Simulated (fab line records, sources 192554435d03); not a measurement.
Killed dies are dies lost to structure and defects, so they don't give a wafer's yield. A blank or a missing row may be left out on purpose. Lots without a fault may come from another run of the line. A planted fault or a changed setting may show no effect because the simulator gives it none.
A struck lot beside a sound one | flow n5_finfet | 36 steps out of a route of 1938
Sound: wafers L762.1, L762.4, L762.5. Struck: wafer L768.6. (L768.2, L768.5 of the same lot were not struck and are left out.) The cause comes at the end.
At each step with rows: each side's tool, then ch and its chambers, then its first start. Under that, the readings that differ: sound wafers | struck wafers | difference of the means | sigmas: that difference in standard deviations of wafers without a fault.
alike: readings whose means differ by less than 2 such deviations, and words and numbers that are the same on both sides. not compared: withheld readings, readings that some wafer has no value for, bounds like >300 that may hide the same value, and numbers for which the record gives no deviation and whose values overlap.
The two part at a step that has a row with sigmas, a row that says differs or no value, or rows on one side only. Numbers that don't overlap but have no deviation are shown without sigmas and don't part them. A reading that every wafer of one side lacks parts them only if that side has two wafers or more.

first, 9 steps without rows for these wafers: N5_BEOL_M12_PRE_CLEAN_42 (time 30 s); N5_BEOL_M12_SPUTTER_43 (material TaN, target thk 15 nm, time 24.19 s); N5_BEOL_M12_SPUTTER_44 (material Ta, target thk 10 nm, time 16.13 s); N5_BEOL_M12_SPUTTER_45 (material Cu, target thk 80 nm, time 13.33 s); N5_BEOL_M12_ECD_47 (material Cu, target thk 720 nm); N5_BEOL_M12_ANNEAL_48 (time 90 s); N5_BEOL_M12_CMP_49 (polishes, stops on SiOC, t overpolish 20.6 s, target thk 320 nm); N5_BEOL_M12_PRE_CLEAN_52 (time 15 s); N5_BEOL_M12_DEP_53 (deposits SiCN from 3MS/NH3, target thk 30 nm, time 10.5 s).
N5_BEOL_M13_ILD_DEP_00: deposits SiOC from DEMS/O2, target thk 837.92 nm, time 166.4 s.
  sound on pecvd-03 ch 1,2, day 12 08:02; struck on pecvd-03 ch 1, day 14 07:14
  reading                                       | sound                | struck | difference | sigmas
  susceptor_temp_C (C)                          | 350.34 350.14 350.30 | 338.54 | -11.72     | -59
  model.SiOC_of_BEOL_M13_ILD_DEP_00.thk_nm (nm) | 840.6 850.4 859.4    | 874.8  | +24.7      |
  alike: heater_power_w, showerhead_plenum_p_Torr, throttle_valve_pct
N5_BEOL_M13_THK_MEAS_01:
  sound on film_metro-01, day 12 08:11; struck on film_metro-02, day 14 07:24
  reading          | sound       | struck | difference | sigmas
  M13_ILD_THK (nm) | 841 851 859 | 875    | +25        | +2
then, 10 steps without rows for these wafers: N5_BEOL_M13_COAT_58 (time 60 s, resist thk 89 nm); N5_BEOL_M13_COAT_04 (resist thk 400 nm); N5_BEOL_M13_EBR_06; N5_BEOL_M13_SOFTBAKE_05 (time 60 s); N5_BEOL_M13_EXPOSE_07 (exposes mask V12); N5_BEOL_M13_PEB_08 (peb time 90 s); N5_BEOL_M13_DEVELOP_09 (develop time 45 s); N5_BEOL_M13_HARDBAKE_14 (time 120 s); N5_BEOL_M13_DESCUM_15 (chemistry O2, time 7.9 s); N5_BEOL_M13_ETCH_59 (etches BARC in N2/H2, target depth 89 nm, overetch 26.7 nm, time 67.9 s).
N5_BEOL_M13_VIA_ETCH_16: etches SiOC in C4F8/O2/Ar, target depth 921.7 nm.
  sound on rie_diel-04 ch 0,1,3, day 12 08:40; struck on rie_diel-06 ch 2, day 14 07:52
  reading                                    | sound             | struck | difference | sigmas
  model.etch.depth_nm (nm)                   | 840.5 850.4 859.5 | 874.7  | +24.6      |
  model.coat_of_BEOL_M13_COAT_04.thk_nm (nm) | 68.2 68.4 65.6    | 61     | -6         |
  alike: drypump_motor_current_A, oes_product_au, rf_vpp_V, showerhead_plenum_p_Torr, throttle_valve_pct
N5_BEOL_M13_STRIP_63: strips in N2/H2.
  sound on plasma_asher-02 ch 0,1, day 12 08:54; struck on plasma_asher-01 ch 0, day 14 08:07
  alike: drypump_motor_current_A, heater_power_w, n2_flow_sccm, oes_product_au, strip_time_to_endpoint_s
  not compared: rf_hours_counter_h
then, 12 steps without rows for these wafers: N5_BEOL_M13_STRIP_64 (strips in N2/H2); N5_BEOL_M13_STRIP_71 (strips in post etch residue remover, time 60 s); N5_BEOL_M13_SRD_72 (time 30 s, dry time 30 s); N5_BEOL_M13_COAT_65 (time 60 s, resist thk 350 nm); N5_BEOL_M13_COAT_66 (time 60 s, resist thk 110 nm); N5_BEOL_M13_COAT_22 (resist thk 300 nm); N5_BEOL_M13_EBR_24; N5_BEOL_M13_SOFTBAKE_23 (time 60 s); N5_BEOL_M13_EXPOSE_25 (exposes mask M13, target cd 210 nm); N5_BEOL_M13_PEB_26 (peb time 90 s); N5_BEOL_M13_DEVELOP_27 (develop time 45 s); N5_BEOL_M13_HARDBAKE_32 (time 120 s).
N5_BEOL_M13_CMP_49: polishes, stops on SiOC, t overpolish 17.1 s, target thk 420 nm.
  sound on cmp-04 ch 1,2, day 12 14:32; struck on cmp-03 ch 0, day 14 12:00
  reading                                       | sound         | struck | difference | sigmas
  model.SiOC_of_BEOL_M13_ILD_DEP_00.thk_nm (nm) | 780.6 791 800 | 817.6  | +27.1      |
  alike: barrier_field_endpoint_s, motor_current_A, overpolish_run_s, slurry_flow_ml_min

WHERE THEY PART
First at N5_BEOL_M13_ILD_DEP_00; last, within this record, at N5_BEOL_M13_THK_MEAS_01. Later steps at which nothing parts them and some readings are alike: N5_BEOL_M13_VIA_ETCH_16, N5_BEOL_M13_STRIP_63, N5_BEOL_M13_CMP_49.

WHY: what the simulator had put in
Process parameter drift: pecvd-03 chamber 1, from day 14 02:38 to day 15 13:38, at N5_BEOL_M13_ILD_DEP_00. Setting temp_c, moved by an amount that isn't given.
